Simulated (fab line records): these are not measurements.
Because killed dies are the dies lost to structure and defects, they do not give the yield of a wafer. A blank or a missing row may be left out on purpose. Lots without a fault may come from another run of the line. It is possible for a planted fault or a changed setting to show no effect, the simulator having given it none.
fab line records / flow nand-harc
[record] lots = 13 wafers = 39 last-day = 34
route steps=1302 shown P_GATE@213 P_CONTACT@219 END@1302
lots that met no fault: taken from a fault-free run of the same line
start-h: the number of hours between the record's first day and the start of the first shown wafer of the lot / wait-h: hours elapsed since this lot's preceding step / " the same as in the row above / L1.1+2: one row covering several wafers at once / - no value, or no start given / * or withheld: withheld / < > ~ a bound
route shown NAME@n: NAME is a module with steps in the file, n the number in the route of the first one / usual: mean/standard deviation taken from wafers without a fault / same: alike in all rows / chamber/n: place in a boat / sites: each site's reading / _std_site: the standard deviation of these / _edge_site: the outer-site mean with the inner-site mean subtracted / radius-mm: for every site, how far away it sits from the centre of the wafer / mask NAME#n: copy n / behind: the most recent tool/chamber to have shaped the wafer / hold: reason for holding the lot/hours on hold/outcome of the hold / device: transistor that didn't switch, given as n, p or np / end of line: the same wafers' tests at the end of the route / where a step has no rows: the recipe by itself / killed: dies that structure and defects cost at the first sort, which is not the same as the wafer's yield / map: dies across one wafer; x = killed, . = not, _ = none there
set.NAME: the setting as run; set.NAME@STEP: as run at that earlier step / model.NAME: the simulator's own value behind a step, which no gauge read
steps of the route over a sample of lots; a table a step, a row a wafer
services: a tool's chamber out of use, with start hour (start-h, from the record's first day; less than 0 if before it), hours out, and reason
[[steps]]
[step NHARC_P_GATE_RTA_80]
[recipe] temp-c = 300 time-s = 30
[usual] lamp-power-pct = 2.05/0.11 wafer_temp_C_max = 301.6/0.58
lot.wafer=L350.2 tool=rtp-anneal-02 chamber=0 start-h=139.28 wait-h=- lamp-power-pct=2.16 wafer_temp_C_max=302.3
lot.wafer=L350.3 tool=rtp-anneal-02 chamber=0 start-h=139.28 wait-h=- lamp-power-pct=2.15 wafer_temp_C_max=301.8
lot.wafer=L350.6 tool=rtp-anneal-02 chamber=0 start-h=139.28 wait-h=- lamp-power-pct=2.15 wafer_temp_C_max=301.7
lot.wafer=L351.1 tool=rtp-anneal-01 chamber=0 start-h=153.90 wait-h=0.1 lamp-power-pct=1.94 wafer_temp_C_max=301.0
lot.wafer=L351.4 tool=rtp-anneal-01 chamber=0 start-h=153.90 wait-h=0.1 lamp-power-pct=1.94 wafer_temp_C_max=301.1
lot.wafer=L351.5 tool=rtp-anneal-01 chamber=0 start-h=153.90 wait-h=0.1 lamp-power-pct=1.94 wafer_temp_C_max=301.2
lot.wafer=L358.3 tool=rtp-anneal-01 chamber=0 start-h=226.16 wait-h=- lamp-power-pct=1.93 wafer_temp_C_max=301.2
lot.wafer=L358.5 tool=rtp-anneal-01 chamber=0 start-h=226.16 wait-h=- lamp-power-pct=1.93 wafer_temp_C_max=300.7
lot.wafer=L358.6 tool=rtp-anneal-01 chamber=0 start-h=226.16 wait-h=- lamp-power-pct=1.93 wafer_temp_C_max=300.7
lot.wafer=L362.2 tool=rtp-anneal-02 chamber=0 start-h=257.11 wait-h=- lamp-power-pct=2.16 wafer_temp_C_max=301.6
lot.wafer=L362.3 tool=rtp-anneal-02 chamber=0 start-h=257.11 wait-h=- lamp-power-pct=2.16 wafer_temp_C_max=302.2
lot.wafer=L362.4 tool=rtp-anneal-02 chamber=0 start-h=257.11 wait-h=- lamp-power-pct=2.16 wafer_temp_C_max=301.8
lot.wafer=L360.2 tool=rtp-anneal-02 chamber=0 start-h=258.14 wait-h=- lamp-power-pct=2.15 wafer_temp_C_max=301.5
lot.wafer=L360.5 tool=rtp-anneal-02 chamber=0 start-h=258.14 wait-h=- lamp-power-pct=2.15 wafer_temp_C_max=301.8
lot.wafer=L360.6 tool=rtp-anneal-02 chamber=0 start-h=258.14 wait-h=- lamp-power-pct=2.15 wafer_temp_C_max=301.6
lot.wafer=L361.2 tool=rtp-anneal-02 chamber=0 start-h=259.11 wait-h=- lamp-power-pct=2.15 wafer_temp_C_max=301.9
lot.wafer=L361.3 tool=rtp-anneal-02 chamber=0 start-h=259.11 wait-h=- lamp-power-pct=2.15 wafer_temp_C_max=301.2
lot.wafer=L361.5 tool=rtp-anneal-02 chamber=0 start-h=259.11 wait-h=- lamp-power-pct=2.15 wafer_temp_C_max=302.2
lot.wafer=L363.1 tool=rtp-anneal-02 chamber=0 start-h=278.57 wait-h=- lamp-power-pct=2.15 wafer_temp_C_max=303.5
lot.wafer=L363.2 tool=rtp-anneal-02 chamber=0 start-h=278.57 wait-h=- lamp-power-pct=2.15 wafer_temp_C_max=301.9
lot.wafer=L363.3 tool=rtp-anneal-02 chamber=0 start-h=278.57 wait-h=- lamp-power-pct=2.15 wafer_temp_C_max=302.0
lot.wafer=L364.2 tool=rtp-anneal-02 chamber=0 start-h=281.88 wait-h=- lamp-power-pct=2.15 wafer_temp_C_max=302.1
lot.wafer=L364.4 tool=rtp-anneal-02 chamber=0 start-h=281.88 wait-h=- lamp-power-pct=2.15 wafer_temp_C_max=301.7
lot.wafer=L364.5 tool=rtp-anneal-02 chamber=0 start-h=281.88 wait-h=- lamp-power-pct=2.15 wafer_temp_C_max=301.3
lot.wafer=L365.2 tool=rtp-anneal-02 chamber=0 start-h=294.32 wait-h=- lamp-power-pct=2.16 wafer_temp_C_max=301.6
lot.wafer=L365.4 tool=rtp-anneal-02 chamber=0 start-h=294.32 wait-h=- lamp-power-pct=2.15 wafer_temp_C_max=301.6
lot.wafer=L365.5 tool=rtp-anneal-02 chamber=0 start-h=294.32 wait-h=- lamp-power-pct=2.16 wafer_temp_C_max=301.3
lot.wafer=L368.2 tool=rtp-anneal-01 chamber=0 start-h=315.69 wait-h=- lamp-power-pct=1.93 wafer_temp_C_max=301.2
lot.wafer=L368.4 tool=rtp-anneal-01 chamber=0 start-h=315.69 wait-h=- lamp-power-pct=1.93 wafer_temp_C_max=301.1
lot.wafer=L368.5 tool=rtp-anneal-01 chamber=0 start-h=315.69 wait-h=- lamp-power-pct=1.93 wafer_temp_C_max=301.0
lot.wafer=L367.1 tool=rtp-anneal-01 chamber=0 start-h=316.11 wait-h=- lamp-power-pct=1.94 wafer_temp_C_max=301.5
lot.wafer=L367.2 tool=rtp-anneal-01 chamber=0 start-h=316.11 wait-h=- lamp-power-pct=1.93 wafer_temp_C_max=300.9
lot.wafer=L367.4 tool=rtp-anneal-01 chamber=0 start-h=316.11 wait-h=- lamp-power-pct=1.94 wafer_temp_C_max=301.0
lot.wafer=L369.2 tool=rtp-anneal-02 chamber=0 start-h=327.58 wait-h=- lamp-power-pct=2.15 wafer_temp_C_max=301.7
lot.wafer=L369.4 tool=rtp-anneal-02 chamber=0 start-h=327.58 wait-h=- lamp-power-pct=2.15 wafer_temp_C_max=301.8
lot.wafer=L369.6 tool=rtp-anneal-02 chamber=0 start-h=327.58 wait-h=- lamp-power-pct=2.15 wafer_temp_C_max=302.6
lot.wafer=L370.2 tool=rtp-anneal-02 chamber=0 start-h=341.78 wait-h=- lamp-power-pct=2.15 wafer_temp_C_max=302.1
lot.wafer=L370.4 tool=rtp-anneal-02 chamber=0 start-h=341.78 wait-h=- lamp-power-pct=2.16 wafer_temp_C_max=302.5
lot.wafer=L370.6 tool=rtp-anneal-02 chamber=0 start-h=341.78 wait-h=- lamp-power-pct=2.16 wafer_temp_C_max=302.3
[step NHARC_P_CONTACT_CMP_01]
[recipe] target-thk-nm = 200 material = SiO2
[usual] motor-current-A = 11.0/1.2
lot.wafer=L350.2 tool=cmp-03 chamber=0 start-h=140.75 wait-h=- motor-current-A=11.2
lot.wafer=L350.3 tool=cmp-03 chamber=1 start-h=140.75 wait-h=- motor-current-A=12.8
lot.wafer=L350.6 tool=cmp-03 chamber=2 start-h=140.75 wait-h=- motor-current-A=9.8
lot.wafer=L351.1 tool=cmp-02 chamber=1 start-h=155.38 wait-h=- motor-current-A=9.4
lot.wafer=L351.4 tool=cmp-02 chamber=2 start-h=155.38 wait-h=- motor-current-A=11.5
lot.wafer=L351.5 tool=cmp-02 chamber=0 start-h=155.38 wait-h=- motor-current-A=12.1
lot.wafer=L358.3 tool=cmp-03 chamber=2 start-h=227.53 wait-h=- motor-current-A=10.3
lot.wafer=L358.6 tool=cmp-03 chamber=2 start-h=227.53 wait-h=- motor-current-A=10.0
lot.wafer=L358.5 tool=cmp-03 chamber=3 start-h=227.53 wait-h=- motor-current-A=10.6
lot.wafer=L362.3 tool=cmp-03 chamber=2 start-h=258.61 wait-h=- motor-current-A=9.9
lot.wafer=L362.4 tool=cmp-03 chamber=3 start-h=258.61 wait-h=- motor-current-A=10.3
lot.wafer=L362.2 tool=cmp-03 chamber=1 start-h=258.61 wait-h=- motor-current-A=12.8
lot.wafer=L360.2 tool=cmp-02 chamber=2 start-h=259.62 wait-h=- motor-current-A=11.3
lot.wafer=L360.5 tool=cmp-02 chamber=1 start-h=259.62 wait-h=- motor-current-A=9.5
lot.wafer=L360.6 tool=cmp-02 chamber=2 start-h=259.62 wait-h=- motor-current-A=10.9
lot.wafer=L361.2 tool=cmp-01 chamber=2 start-h=260.65 wait-h=- motor-current-A=10.4
lot.wafer=L361.3 tool=cmp-01 chamber=0 start-h=260.65 wait-h=- motor-current-A=11.0
lot.wafer=L361.5 tool=cmp-01 chamber=3 start-h=260.65 wait-h=- motor-current-A=10.8
lot.wafer=L363.3 tool=cmp-02 chamber=3 start-h=280.02 wait-h=- motor-current-A=13.7
lot.wafer=L363.1 tool=cmp-02 chamber=0 start-h=280.02 wait-h=- motor-current-A=12.8
lot.wafer=L363.2 tool=cmp-02 chamber=1 start-h=280.02 wait-h=- motor-current-A=9.4
lot.wafer=L364.2 tool=cmp-01 chamber=3 start-h=283.31 wait-h=- motor-current-A=11.4
lot.wafer=L364.4 tool=cmp-01 chamber=0 start-h=283.31 wait-h=- motor-current-A=11.0
lot.wafer=L364.5 tool=cmp-01 chamber=2 start-h=283.31 wait-h=- motor-current-A=10.9
lot.wafer=L365.4 tool=cmp-03 chamber=3 start-h=295.75 wait-h=- motor-current-A=10.0
lot.wafer=L365.2 tool=cmp-03 chamber=0 start-h=295.75 wait-h=- motor-current-A=11.2
lot.wafer=L365.5 tool=cmp-03 chamber=2 start-h=295.75 wait-h=- motor-current-A=10.1
lot.wafer=L368.4 tool=cmp-02 chamber=3 start-h=317.10 wait-h=- motor-current-A=13.6
lot.wafer=L368.2 tool=cmp-02 chamber=1 start-h=317.10 wait-h=- motor-current-A=9.4
lot.wafer=L368.5 tool=cmp-02 chamber=3 start-h=317.10 wait-h=- motor-current-A=13.9
lot.wafer=L367.4 tool=cmp-03 chamber=2 start-h=317.60 wait-h=- motor-current-A=10.0
lot.wafer=L367.1 tool=cmp-03 chamber=0 start-h=317.60 wait-h=- motor-current-A=10.9
lot.wafer=L367.2 tool=cmp-03 chamber=1 start-h=317.60 wait-h=- motor-current-A=12.9
lot.wafer=L369.2 tool=cmp-01 chamber=2 start-h=329.04 wait-h=- motor-current-A=11.2
lot.wafer=L369.4 tool=cmp-01 chamber=3 start-h=329.04 wait-h=- motor-current-A=10.6
lot.wafer=L369.6 tool=cmp-01 chamber=1 start-h=329.04 wait-h=- motor-current-A=10.4
lot.wafer=L370.2 tool=cmp-02 chamber=1 start-h=343.19 wait-h=- motor-current-A=9.4
lot.wafer=L370.4 tool=cmp-02 chamber=2 start-h=343.19 wait-h=- motor-current-A=11.5
lot.wafer=L370.6 tool=cmp-02 chamber=1 start-h=343.19 wait-h=- motor-current-A=8.9
[step NHARC_P_CONTACT_EXPOSE_09]
[recipe] na = 1.35 target-cd-nm = 90 dose-mj = 81.26 mask-id = P_CA
lot.wafer=L350.2+3+6 tool=arfi-scanner-01 chamber=0 start-h=141.39 wait-h=- mask=P_CA_R1#0
lot.wafer=L351.1+4+5 tool=arfi-scanner-02 chamber=0 start-h=156.05 wait-h=- mask=P_CA#0
lot.wafer=L358.3+5+6 tool=arfi-scanner-03 chamber=0 start-h=228.23 wait-h=- mask=P_CA#0
lot.wafer=L362.2+3+4 tool=arfi-scanner-03 chamber=0 start-h=259.31 wait-h=- mask=P_CA#0
lot.wafer=L360.2+5+6 tool=arfi-scanner-01 chamber=0 start-h=260.29 wait-h=- mask=P_CA#0
lot.wafer=L361.2+3+5 tool=arfi-scanner-03 chamber=0 start-h=261.35 wait-h=- mask=P_CA#0
lot.wafer=L363.1+2+3 tool=arfi-scanner-01 chamber=0 start-h=280.69 wait-h=- mask=P_CA#0
lot.wafer=L364.2+4+5 tool=arfi-scanner-01 chamber=0 start-h=283.85 wait-h=- mask=P_CA#0
lot.wafer=L365.2+4+5 tool=arfi-scanner-02 chamber=0 start-h=296.43 wait-h=- mask=P_CA#0
lot.wafer=L368.2+4+5 tool=arfi-scanner-03 chamber=0 start-h=317.67 wait-h=- mask=P_CA#0
lot.wafer=L367.1+2+4 tool=arfi-scanner-02 chamber=0 start-h=318.29 wait-h=- mask=P_CA#0
lot.wafer=L369.2+4+6 tool=arfi-scanner-01 chamber=0 start-h=329.68 wait-h=- mask=P_CA#0
lot.wafer=L370.2+4+6 tool=arfi-scanner-03 chamber=0 start-h=343.89 wait-h=- mask=P_CA#0
[step NHARC_P_CONTACT_CD_MEAS_12]
[recipe] target-cd-nm = 90 landing-energy-ev = 500
[usual] cd-nm = 90.0/0.53
lot.wafer=L350.2 tool=cd-sem-03 chamber=0 start-h=141.53 wait-h=- cd-nm=91.3
lot.wafer=L350.3 tool=cd-sem-03 chamber=0 start-h=141.53 wait-h=- cd-nm=91.6
lot.wafer=L350.6 tool=cd-sem-03 chamber=0 start-h=141.53 wait-h=- cd-nm=91.9
lot.wafer=L351.1 tool=cd-sem-02 chamber=0 start-h=156.19 wait-h=- cd-nm=89.3
lot.wafer=L351.4 tool=cd-sem-02 chamber=0 start-h=156.19 wait-h=- cd-nm=89.7
lot.wafer=L351.5 tool=cd-sem-02 chamber=0 start-h=156.19 wait-h=- cd-nm=89.7
lot.wafer=L358.3 tool=cd-sem-02 chamber=0 start-h=228.37 wait-h=- cd-nm=90.7
lot.wafer=L358.5 tool=cd-sem-02 chamber=0 start-h=228.37 wait-h=- cd-nm=91.5
lot.wafer=L358.6 tool=cd-sem-02 chamber=0 start-h=228.37 wait-h=- cd-nm=90.0
lot.wafer=L362.2 tool=cd-sem-03 chamber=0 start-h=259.45 wait-h=- cd-nm=89.8
lot.wafer=L362.3 tool=cd-sem-03 chamber=0 start-h=259.45 wait-h=- cd-nm=89.5
lot.wafer=L362.4 tool=cd-sem-03 chamber=0 start-h=259.45 wait-h=- cd-nm=88.9
lot.wafer=L360.2 tool=cd-sem-03 chamber=0 start-h=260.42 wait-h=- cd-nm=90.0
lot.wafer=L360.5 tool=cd-sem-03 chamber=0 start-h=260.42 wait-h=- cd-nm=89.3
lot.wafer=L360.6 tool=cd-sem-03 chamber=0 start-h=260.42 wait-h=- cd-nm=89.2
lot.wafer=L361.2 tool=cd-sem-02 chamber=0 start-h=261.49 wait-h=- cd-nm=90.1
lot.wafer=L361.3 tool=cd-sem-02 chamber=0 start-h=261.49 wait-h=- cd-nm=90.0
lot.wafer=L361.5 tool=cd-sem-02 chamber=0 start-h=261.49 wait-h=- cd-nm=89.7
lot.wafer=L363.1 tool=cd-sem-02 chamber=0 start-h=280.83 wait-h=- cd-nm=90.2
lot.wafer=L363.2 tool=cd-sem-02 chamber=0 start-h=280.83 wait-h=- cd-nm=90.5
lot.wafer=L363.3 tool=cd-sem-02 chamber=0 start-h=280.83 wait-h=- cd-nm=90.2
lot.wafer=L364.2 tool=cd-sem-01 chamber=0 start-h=283.99 wait-h=- cd-nm=89.7
lot.wafer=L364.4 tool=cd-sem-01 chamber=0 start-h=283.99 wait-h=- cd-nm=90.4
lot.wafer=L364.5 tool=cd-sem-01 chamber=0 start-h=283.99 wait-h=- cd-nm=89.9
lot.wafer=L365.2 tool=cd-sem-02 chamber=0 start-h=296.56 wait-h=- cd-nm=89.3
lot.wafer=L365.4 tool=cd-sem-02 chamber=0 start-h=296.56 wait-h=- cd-nm=90.2
lot.wafer=L365.5 tool=cd-sem-02 chamber=0 start-h=296.56 wait-h=- cd-nm=90.0
lot.wafer=L368.2 tool=cd-sem-01 chamber=0 start-h=317.81 wait-h=- cd-nm=91.0
lot.wafer=L368.4 tool=cd-sem-01 chamber=0 start-h=317.81 wait-h=- cd-nm=90.4
lot.wafer=L368.5 tool=cd-sem-01 chamber=0 start-h=317.81 wait-h=- cd-nm=90.4
lot.wafer=L367.1 tool=cd-sem-03 chamber=0 start-h=318.43 wait-h=- cd-nm=90.1
lot.wafer=L367.2 tool=cd-sem-03 chamber=0 start-h=318.43 wait-h=- cd-nm=89.9
lot.wafer=L367.4 tool=cd-sem-03 chamber=0 start-h=318.43 wait-h=- cd-nm=90.3
lot.wafer=L369.2 tool=cd-sem-03 chamber=0 start-h=329.82 wait-h=- cd-nm=89.7
lot.wafer=L369.4 tool=cd-sem-03 chamber=0 start-h=329.82 wait-h=- cd-nm=89.5
lot.wafer=L369.6 tool=cd-sem-03 chamber=0 start-h=329.82 wait-h=- cd-nm=89.4
lot.wafer=L370.2 tool=cd-sem-01 chamber=0 start-h=344.02 wait-h=- cd-nm=89.3
lot.wafer=L370.4 tool=cd-sem-01 chamber=0 start-h=344.02 wait-h=- cd-nm=90.0
lot.wafer=L370.6 tool=cd-sem-01 chamber=0 start-h=344.02 wait-h=- cd-nm=89.6
[step NHARC_P_CONTACT_INSPECT_14]
[usual] raw-defect-count = 3.8/2.2
lot.wafer=L350.2 tool=defect-inspect-01 chamber=- start-h=141.65 wait-h=0.0 raw-defect-count=1
lot.wafer=L350.3 tool=defect-inspect-01 chamber=- start-h=141.65 wait-h=0.0 raw-defect-count=4
lot.wafer=L350.6 tool=defect-inspect-01 chamber=- start-h=141.65 wait-h=0.0 raw-defect-count=1
lot.wafer=L351.1 tool=defect-inspect-01 chamber=- start-h=156.31 wait-h=0.0 raw-defect-count=0
lot.wafer=L351.4 tool=defect-inspect-01 chamber=- start-h=156.31 wait-h=0.0 raw-defect-count=4
lot.wafer=L351.5 tool=defect-inspect-01 chamber=- start-h=156.31 wait-h=0.0 raw-defect-count=3
lot.wafer=L358.3 tool=defect-inspect-01 chamber=- start-h=228.49 wait-h=0.0 raw-defect-count=10
lot.wafer=L358.5 tool=defect-inspect-01 chamber=- start-h=228.49 wait-h=0.0 raw-defect-count=2
lot.wafer=L358.6 tool=defect-inspect-01 chamber=- start-h=228.49 wait-h=0.0 raw-defect-count=8
lot.wafer=L362.2 tool=defect-inspect-02 chamber=- start-h=259.57 wait-h=0.0 raw-defect-count=5
lot.wafer=L362.3 tool=defect-inspect-02 chamber=- start-h=259.57 wait-h=0.0 raw-defect-count=2
lot.wafer=L362.4 tool=defect-inspect-02 chamber=- start-h=259.57 wait-h=0.0 raw-defect-count=3
lot.wafer=L360.2 tool=defect-inspect-01 chamber=- start-h=260.55 wait-h=0.0 raw-defect-count=5
lot.wafer=L360.5 tool=defect-inspect-01 chamber=- start-h=260.55 wait-h=0.0 raw-defect-count=3
lot.wafer=L360.6 tool=defect-inspect-01 chamber=- start-h=260.55 wait-h=0.0 raw-defect-count=4
lot.wafer=L361.2 tool=defect-inspect-02 chamber=- start-h=261.61 wait-h=0.0 raw-defect-count=3
lot.wafer=L361.3 tool=defect-inspect-02 chamber=- start-h=261.61 wait-h=0.0 raw-defect-count=1
lot.wafer=L361.5 tool=defect-inspect-02 chamber=- start-h=261.61 wait-h=0.0 raw-defect-count=2
lot.wafer=L363.1 tool=defect-inspect-02 chamber=- start-h=280.95 wait-h=0.0 raw-defect-count=1
lot.wafer=L363.2 tool=defect-inspect-02 chamber=- start-h=280.95 wait-h=0.0 raw-defect-count=8
lot.wafer=L363.3 tool=defect-inspect-02 chamber=- start-h=280.95 wait-h=0.0 raw-defect-count=3
lot.wafer=L364.2 tool=defect-inspect-02 chamber=- start-h=284.11 wait-h=0.0 raw-defect-count=7
lot.wafer=L364.4 tool=defect-inspect-02 chamber=- start-h=284.11 wait-h=0.0 raw-defect-count=10
lot.wafer=L364.5 tool=defect-inspect-02 chamber=- start-h=284.11 wait-h=0.0 raw-defect-count=2
lot.wafer=L365.2 tool=defect-inspect-01 chamber=- start-h=296.69 wait-h=0.0 raw-defect-count=3
lot.wafer=L365.4 tool=defect-inspect-01 chamber=- start-h=296.69 wait-h=0.0 raw-defect-count=5
lot.wafer=L365.5 tool=defect-inspect-01 chamber=- start-h=296.69 wait-h=0.0 raw-defect-count=2
lot.wafer=L368.2 tool=defect-inspect-01 chamber=- start-h=317.93 wait-h=0.0 raw-defect-count=5
lot.wafer=L368.4 tool=defect-inspect-01 chamber=- start-h=317.93 wait-h=0.0 raw-defect-count=2
lot.wafer=L368.5 tool=defect-inspect-01 chamber=- start-h=317.93 wait-h=0.0 raw-defect-count=3
lot.wafer=L367.1 tool=defect-inspect-02 chamber=- start-h=318.55 wait-h=0.0 raw-defect-count=3
lot.wafer=L367.2 tool=defect-inspect-02 chamber=- start-h=318.55 wait-h=0.0 raw-defect-count=6
lot.wafer=L367.4 tool=defect-inspect-02 chamber=- start-h=318.55 wait-h=0.0 raw-defect-count=6
lot.wafer=L369.2 tool=defect-inspect-02 chamber=- start-h=329.95 wait-h=0.0 raw-defect-count=5
lot.wafer=L369.4 tool=defect-inspect-02 chamber=- start-h=329.95 wait-h=0.0 raw-defect-count=4
lot.wafer=L369.6 tool=defect-inspect-02 chamber=- start-h=329.95 wait-h=0.0 raw-defect-count=2
lot.wafer=L370.2 tool=defect-inspect-01 chamber=- start-h=344.15 wait-h=0.0 raw-defect-count=6
lot.wafer=L370.4 tool=defect-inspect-01 chamber=- start-h=344.15 wait-h=0.0 raw-defect-count=8
lot.wafer=L370.6 tool=defect-inspect-01 chamber=- start-h=344.15 wait-h=0.0 raw-defect-count=10
[step NHARC_END_SORT_01]
[recipe] temp-c = 25
[usual] killed-at-array = 56/21 killed-at-other = 1.2/1.6 killed-at-periphery = 3.7/2.5 killed-dies = 61/21 killed-open = 3.1/1.8 killed-short = 2.8/1.7
[same] gross-dies = 677
lot.wafer=L364.2 tool=prober-01 chamber=0 start-h=712.23 wait-h=2.8 killed-at-array=62 killed-at-other=0 killed-at-periphery=6 killed-dies=68 killed-open=2 killed-short=3
lot.wafer=L364.4 tool=prober-01 chamber=0 start-h=713.83 wait-h=3.4 killed-at-array=85 killed-at-other=2 killed-at-periphery=7 killed-dies=94 killed-open=3 killed-short=5
lot.wafer=L364.5 tool=prober-01 chamber=0 start-h=714.64 wait-h=3.7 killed-at-array=74 killed-at-other=0 killed-at-periphery=9 killed-dies=83 killed-open=3 killed-short=6
lot.wafer=L365.2 tool=prober-01 chamber=0 start-h=739.59 wait-h=2.8 killed-at-array=49 killed-at-other=0 killed-at-periphery=4 killed-dies=53 killed-open=3 killed-short=5
lot.wafer=L365.4 tool=prober-01 chamber=0 start-h=741.21 wait-h=3.4 killed-at-array=55 killed-at-other=0 killed-at-periphery=2 killed-dies=57 killed-open=3 killed-short=1
lot.wafer=L365.5 tool=prober-01 chamber=0 start-h=742.02 wait-h=3.7 killed-at-array=54 killed-at-other=1 killed-at-periphery=5 killed-dies=60 killed-open=5 killed-short=4
// killed by level:class
L364.2 A_CHANNEL_HOLE_D1:chamber-film-flake=22 A_SLIT:chamber-film-flake=20 A_CHANNEL_HOLE_D2:chamber-film-flake=12 P_ZERO_WELL:chamber-film-flake=4 P_M1:chamber-film-flake=2 A_STAIRCASE:chamber-film-flake=2 A_ONON_D1:geometric-particle:short=1 A_CHANNEL_FILL_D1:geometric-particle:open=1
L364.4 A_CHANNEL_HOLE_D1:chamber-film-flake=34 A_SLIT:chamber-film-flake=20 A_CHANNEL_HOLE_D2:chamber-film-flake=16 P_STI:chamber-film-flake=4 A_BLC:chamber-film-flake=3 A_CHANNEL_FILL_D1:geometric-particle:open=2 P_CONTACT:chamber-film-flake=2 A_STAIRCASE:chamber-film-flake=2
L364.5 A_CHANNEL_HOLE_D1:chamber-film-flake=32 A_SLIT:chamber-film-flake=19 A_CHANNEL_HOLE_D2:chamber-film-flake=15 P_M1:chamber-film-flake=5 P_M0:geometric-particle:short=2 A_CHANNEL_FILL_D1:geometric-particle:short=2 A_ONON_D2:geometric-particle:short=2 A_CONTACT:chamber-film-flake=2
L365.2 A_SLIT:chamber-film-flake=27 A_CHANNEL_HOLE_D1:chamber-film-flake=7 A_CONTACT:chamber-film-flake=3 A_ZERO_WELL:chamber-film-flake=2 P_M2:geometric-particle:short=1 A_ONON_D1:geometric-particle:short=1 A_CHANNEL_HOLE_D1:geometric-particle:open=1 A_ONON_D2:geometric-particle:open=1
L365.4 A_SLIT:chamber-film-flake=24 A_CHANNEL_HOLE_D1:chamber-film-flake=17 A_SGD_CUT:chamber-film-flake=4 A_ONON_D1:geometric-particle:open=2 A_STAIRCASE:chamber-film-flake=2 A_CHANNEL_HOLE_D1:geometric-particle:short=1 A_CHANNEL_FILL_D2:geometric-particle:open=1 P_ZERO_WELL:chamber-film-flake=1
L365.5 A_SLIT:chamber-film-flake=27 A_CHANNEL_HOLE_D1:chamber-film-flake=12 P_M0:geometric-particle:open=2 A_CONTACT:chamber-film-flake=2 A_DECK1_JOINT:chamber-film-flake=2 A_SGD_CUT:chamber-film-flake=2 P_ZERO_WELL:geometric-particle:open=1 A_CHANNEL_HOLE_D1:geometric-particle:short=1
[[services]]
tool=cmp-03 chamber=- start-h=117.63 hours=3.3 kind=repair
tool=cmp-03 chamber=- start-h=122.51 hours=1.2 kind=repair
tool=cmp-02 chamber=- start-h=134.50 hours=4.0 kind=pm
tool=cmp-02 chamber=- start-h=138.50 hours=- kind=consumable-replace:conditioner
tool=cmp-02 chamber=- start-h=138.50 hours=- kind=consumable-replace:pad
tool=arfi-scanner-02 chamber=- start-h=140.00 hours=4.0 kind=pm
tool=cmp-01 chamber=- start-h=146.10 hours=0.9 kind=repair
tool=cmp-03 chamber=- start-h=162.17 hours=4.0 kind=pm
tool=cmp-03 chamber=- start-h=166.17 hours=- kind=consumable-replace:conditioner
tool=arfi-scanner-03 chamber=- start-h=169.31 hours=1.9 kind=repair
tool=cmp-01 chamber=- start-h=185.53 hours=4.0 kind=pm
tool=arfi-scanner-03 chamber=- start-h=196.00 hours=4.0 kind=pm
tool=cmp-03 chamber=- start-h=205.74 hours=1.9 kind=repair
tool=cmp-02 chamber=- start-h=232.50 hours=4.0 kind=pm
tool=arfi-scanner-01 chamber=- start-h=252.00 hours=4.0 kind=pm
tool=arfi-scanner-02 chamber=- start-h=253.03 hours=0.9 kind=repair
tool=cmp-03 chamber=- start-h=260.17 hours=4.0 kind=pm
tool=cmp-02 chamber=- start-h=268.07 hours=1.0 kind=repair
tool=cmp-01 chamber=- start-h=283.53 hours=4.0 kind=pm
tool=arfi-scanner-01 chamber=- start-h=284.46 hours=8.3 kind=repair
tool=arfi-scanner-02 chamber=- start-h=312.00 hours=4.0 kind=pm
tool=arfi-scanner-03 chamber=- start-h=314.98 hours=1.1 kind=repair
tool=arfi-scanner-01 chamber=- start-h=315.33 hours=0.2 kind=repair
tool=cmp-02 chamber=- start-h=330.50 hours=4.0 kind=pm
[[key]]
[first-sign] step = NHARC_P_CONTACT_EXPOSE_09 reading = mask direction = changed
[effect] step = NHARC_P_CONTACT_CD_MEAS_12 reading = cd-nm direction = up sigmas = 3 usual = 90.0 struck = 91.6
met-at NHARC_P_CONTACT_EXPOSE_09
struck-lots L350
tester-left-out L350
not-acting-at NHARC_P_GATE_RTA_80,NHARC_P_CONTACT_CMP_01,NHARC_P_CONTACT_INSPECT_14
[fault] kind = wrong-mask tool = any chamber = - onset-h = 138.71 steps = NHARC_P_CONTACT_EXPOSE_09 aux-copy = P_CA_R1#0 cd-offset-nm = 2.1905 scope = struck-lots-only
// tester-left-out: of these lots the tester's yield and bins aren't shown, on N5 and GAA mostly nor the transistor test; their killed dies are dies lost to structure and defects alone, not to doping, threshold or leakage, so they don't give the yield
